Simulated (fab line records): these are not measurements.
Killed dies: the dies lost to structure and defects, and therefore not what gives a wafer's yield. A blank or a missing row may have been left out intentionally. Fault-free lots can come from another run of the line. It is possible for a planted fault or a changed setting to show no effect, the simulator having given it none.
Chamber matching | flow nand-harc | rie-diel-02 running NHARC_A_BLC_STRIP_29: 4 sister chambers
The step strips in CF4. 16 wafers are shown with their chamber, then 8 later ones without.

WAFERS, EACH WITH ITS CHAMBER
wafer  | chamber | showerhead-plenum-p-Torr (Torr) | drypump-motor-current-A (A) | oes-product-au (a.u.)
L305.1 | 3       | 1.86                            | 5.8                         | 0.984
L305.2 | 2       | 1.69                            | 6.2                         | 1.008
L305.6 | 0       | 1.71                            | 5.6                         | 1.005
L308.1 | 2       | 1.69                            | 6.2                         | 1.005
L308.3 | 3       | 1.86                            | 5.8                         | 0.996
L308.4 | 0       | 1.71                            | 5.5                         | 1.001
L303.1 | 0       | 1.71                            | 5.5                         | 1.012
L303.2 | 1       | 1.70                            | 6.0                         | 1.019
L303.5 | 1       | 1.70                            | 6.0                         | 0.996
L306.2 | 2       | 1.69                            | 6.2                         | 1.006
L306.3 | 1       | 1.70                            | 6.0                         | 1.015
L306.4 | 3       | 1.86                            | 5.8                         | 1.014
L309.3 | 2       | 1.69                            | 6.2                         | 1.012
L309.4 | 3       | 1.86                            | 5.8                         | 1.018
L309.6 | 1       | 1.71                            | 6.0                         | 1.018
L314.1 | 3       | 1.86                            | 5.8                         | 1.006

SIGNATURES, as means of the wafers listed above
reading                  | chamber 0 | chamber 1 | chamber 2 | chamber 3 | scatter within a chamber
showerhead-plenum-p-Torr | 1.7100    | 1.7025    | 1.6900    | 1.8600    | 0.0025
drypump-motor-current-A  | 5.533     | 6.000     | 6.200     | 5.800     | 0.0236
oes-product-au           | 1.00600   | 1.01200   | 1.00775   | 1.00360   | 0.01
Rule: a wafer's distance from a chamber is the root of the sum, over the readings, of the square of ((its reading less the chamber's mean) divided by the reading's scatter). If the next closest chamber is less than 2 further off than the closest, the wafer can't be placed; otherwise it belongs to the closest. The scatter is the square root of a quotient: the sum, over the shown wafers, of each reading's squared deviation from its chamber's mean, divided by wafers minus chambers.

WAFERS MISSING THEIR CHAMBER
wafer  | showerhead-plenum-p-Torr (Torr) | drypump-motor-current-A (A) | oes-product-au (a.u.)
L314.2 | 1.70                            | 6.0                         | 1.025
L314.3 | 1.69                            | 6.2                         | 1.010
L316.2 | 1.71                            | 5.5                         | 1.015
L316.4 | 1.69                            | 6.2                         | 1.016
L316.5 | 1.69                            | 6.2                         | 1.013
L324.1 | 1.69                            | 6.2                         | 0.993
L324.4 | 1.71                            | 5.6                         | 0.990
L324.6 | 1.86                            | 5.8                         | 0.993

WHICH CHAMBER EACH WENT THROUGH
wafer  | from the rows above | in truth
L314.2 | 1                   | 1
L314.3 | 2                   | 2
L316.2 | 0                   | 0
L316.4 | 2                   | 2
L316.5 | 2                   | 2
L324.1 | 2                   | 2
L324.4 | 0                   | 0
L324.6 | 3                   | 3
8 of 8 placed correctly. From these rows, 0 cannot be placed. 0 placed wrongly.
